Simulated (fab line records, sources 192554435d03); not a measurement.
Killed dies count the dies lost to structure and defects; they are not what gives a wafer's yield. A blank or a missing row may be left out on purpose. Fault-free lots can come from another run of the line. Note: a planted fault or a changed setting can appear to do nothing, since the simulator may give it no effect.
What tool caused it? / flow n5-finfet / 29 wafers from 10 lots sampled at 2 of the route's 1938 steps

WHAT THE GAUGES SHOWED, per wafer
N5_MIM_BOT_LITHO_INSPECT_12: inspects for defects (macro).
lot=L289; measured=day 12 06:03; on=defect-inspect-02; raw-defect-count=1 9 1
lot=L290; measured=day 12 10:40; on=defect-inspect-01; raw-defect-count=3 3 0
lot=L293; measured=day 13 14:40; on=defect-inspect-01; raw-defect-count=2 4 1
lot=L298; measured=day 14 13:47; on=defect-inspect-01; raw-defect-count=1 4 2
lot=L299; measured=day 15 07:17; on=defect-inspect-01; raw-defect-count=0 4 3
lot=L301; measured=day 15 20:02; on=defect-inspect-02; raw-defect-count=4 5 2
lot=L300; measured=day 15 20:12; on=defect-inspect-02; raw-defect-count=1 4 2
lot=L304; measured=day 15 21:37; on=defect-inspect-02; raw-defect-count=0 0 1
lot=L303; measured=day 15 21:46; on=defect-inspect-01; raw-defect-count=2 4
lot=L307; measured=day 17 01:48; on=defect-inspect-01; raw-defect-count=1 6 0

EACH LOT AND THE TOOL THAT RAN IT (in order: tool; ch and the chambers of the sampled wafers; start)
lot=L289; N5_MIM_TOP_ETCH_PECVD_03=pecvd-01 ch 0,1,2, day 12 05:31
lot=L290; N5_MIM_TOP_ETCH_PECVD_03=pecvd-01 ch 1,2, day 12 10:08
lot=L293; N5_MIM_TOP_ETCH_PECVD_03=pecvd-03 ch 0,1, day 13 14:15
lot=L298; N5_MIM_TOP_ETCH_PECVD_03=pecvd-04 ch 0,1,2, day 14 13:15
lot=L299; N5_MIM_TOP_ETCH_PECVD_03=pecvd-04 ch 1,2, day 15 06:52
lot=L301; N5_MIM_TOP_ETCH_PECVD_03=pecvd-03 ch 0,2, day 15 19:38
lot=L300; N5_MIM_TOP_ETCH_PECVD_03=pecvd-04 ch 1,2, day 15 19:47
lot=L304; N5_MIM_TOP_ETCH_PECVD_03=pecvd-04 ch 0,1,2, day 15 21:04
lot=L303; N5_MIM_TOP_ETCH_PECVD_03=pecvd-04 ch 0,1, day 15 21:11
lot=L307; N5_MIM_TOP_ETCH_PECVD_03=pecvd-01 ch 0,1, day 17 01:16
- N5_MIM_TOP_ETCH_PECVD_03: deposits SiNx from SiH4/NH3/N2, target thk 20 nm, time 17.6 s.

WHAT THE TOOLS THEMSELVES READ (means of the sampled wafers that have a number; where no wafer has one, the mark that the record gives instead)
N5_MIM_TOP_ETCH_PECVD_03.
lot=L289; tool=pecvd-01; heater-power-w (W)=804; showerhead-plenum-p-Torr (Torr)=5.11; susceptor-temp-C (C)=399.87; throttle-valve-pct (%)=39.2
lot=L290; tool=pecvd-01; heater-power-w (W)=798; showerhead-plenum-p-Torr (Torr)=5.06; susceptor-temp-C (C)=399.90; throttle-valve-pct (%)=37.1
lot=L293; tool=pecvd-03; heater-power-w (W)=714; showerhead-plenum-p-Torr (Torr)=5.11; susceptor-temp-C (C)=400.15; throttle-valve-pct (%)=39.8
lot=L298; tool=pecvd-04; heater-power-w (W)=856; showerhead-plenum-p-Torr (Torr)=5.05; susceptor-temp-C (C)=399.89; throttle-valve-pct (%)=41.4
lot=L299; tool=pecvd-04; heater-power-w (W)=783; showerhead-plenum-p-Torr (Torr)=5.07; susceptor-temp-C (C)=399.74; throttle-valve-pct (%)=40.5
lot=L301; tool=pecvd-03; heater-power-w (W)=769; showerhead-plenum-p-Torr (Torr)=5.10; susceptor-temp-C (C)=399.84; throttle-valve-pct (%)=38.4
lot=L300; tool=pecvd-04; heater-power-w (W)=835; showerhead-plenum-p-Torr (Torr)=5.07; susceptor-temp-C (C)=400.17; throttle-valve-pct (%)=40.6
lot=L304; tool=pecvd-04; heater-power-w (W)=807; showerhead-plenum-p-Torr (Torr)=5.05; susceptor-temp-C (C)=399.92; throttle-valve-pct (%)=41.3
lot=L303; tool=pecvd-04; heater-power-w (W)=784; showerhead-plenum-p-Torr (Torr)=5.03; susceptor-temp-C (C)=400.04; throttle-valve-pct (%)=42.5
lot=L307; tool=pecvd-01; heater-power-w (W)=786; showerhead-plenum-p-Torr (Torr)=5.15; susceptor-temp-C (C)=399.90; throttle-valve-pct (%)=41.3

THE ANSWER, worked out from the rows above alone
Rule: what is usual is taken from the lots themselves. Put in order of their means at a reading, lots are off if they are a third of the lots or fewer, leave a main group of 4 or more, and stand apart from it by a gap of 3 or more times the standard deviation of the main group's means; of several such gaps the widest counts. A main group is skipped when, at the precision printed for the reading in the tables above, its means are all equal. Also off: a lot with no number at a reading for which 4 or more lots have one. All remaining lots with rows at the step are treated as sound. Order of review: gauges by route order, followed by the tools' own readings, for which a lot's mean as printed above is used. The first step at which some lot is off is used, and at that step the reading that is off furthest; a lot without a number counts as furthest.
Across all readings shown, no lot is off: no conclusion can be drawn from this.

WHAT THE SIMULATOR PUT IN
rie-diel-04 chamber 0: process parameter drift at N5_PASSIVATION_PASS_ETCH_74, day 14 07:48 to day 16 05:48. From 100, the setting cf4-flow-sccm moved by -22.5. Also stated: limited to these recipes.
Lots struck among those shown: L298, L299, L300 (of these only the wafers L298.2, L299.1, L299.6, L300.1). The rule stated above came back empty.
